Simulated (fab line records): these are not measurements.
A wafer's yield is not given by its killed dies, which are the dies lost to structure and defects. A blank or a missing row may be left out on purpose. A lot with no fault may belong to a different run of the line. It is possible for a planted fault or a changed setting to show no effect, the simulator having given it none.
Which tool did it? ; flow nand_harc ; 36 wafers from 12 lots sampled at 2 of the route's 1159 steps

WHAT EACH GAUGE READ, for each wafer
NHARC_A_SLIT_CD_MEAS_09 targets a cd of 300 nm.
lot;measured;on;cd_nm (nm)
L074;day 14 18:40;cd_sem-02;301.1 300.6 300.6
L078;day 14 23:38;cd_sem-01;299.6 300.7 299.5
L077;day 15 07:04;cd_sem-02;299.7 300.4 299.4
L081;day 16 00:17;cd_sem-01;299.7 299.8 299.6
L082;day 16 10:20;cd_sem-02;300.4 299.8 300.6
L087;day 17 09:44;cd_sem-02;299.6 299.1 300.2
L085;day 17 10:57;cd_sem-03;300.4 300.3 300.1
L089;day 17 19:12;cd_sem-01;300.2 300.9 300.1
L091;day 18 10:05;cd_sem-01;298.7 299.4 299.3
L093;day 19 03:02;cd_sem-03;299.9 300.0 299.5
L094;day 19 03:35;cd_sem-02;299.9 300.5 300.0
L097;day 20 03:46;cd_sem-01;299.6 300.5 300.6

WHICH TOOL RAN EACH LOT (tool, then ch and the chambers of the sampled wafers, then the start)
lot;NHARC_A_SLIT_DEP_25
L074;pecvd-01 ch 0,1,2, day 14 15:07
L078;pecvd-01 ch 0,1, day 14 20:30
L077;pecvd-01 ch 0,1,2, day 15 04:06
L081;pecvd-01 ch 0,2, day 15 18:14
L082;pecvd-03 ch 1,2, day 16 07:29
L087;pecvd-01 ch 0,2, day 17 05:58
L085;pecvd-01 ch 0,1,2, day 17 06:18
L089;pecvd-02 ch 0,2, day 17 16:12
L091;pecvd-01 ch 0,1,2, day 18 04:17
L093;pecvd-02 ch 0,1,2, day 19 00:01
L094;pecvd-03 ch 0,1, day 19 00:19
L097;pecvd-02 ch 1,2, day 20 00:02
- NHARC_A_SLIT_DEP_25: deposits SiO2, target thk 200 nm.

THE ANSWER, worked out from the rows above alone
Rule: the usual values come from the lots themselves. The widest of any qualifying gaps counts: lots, ordered by their means at a reading, are off when they make up no more than a third of the lots, leave a main group of 4 or more, and stand apart from it by 3 or more times the standard deviation of that group's means. If all means in a main group match to the digits the tables above print for the reading, that group is not used. A lot without any number at a reading at which 4 lots or more have one is off too. The other lots that the step has rows for count as sound.
Nothing can be told from this: no lot is off at any reading shown.

WHAT WAS PUT IN BY THE SIMULATOR
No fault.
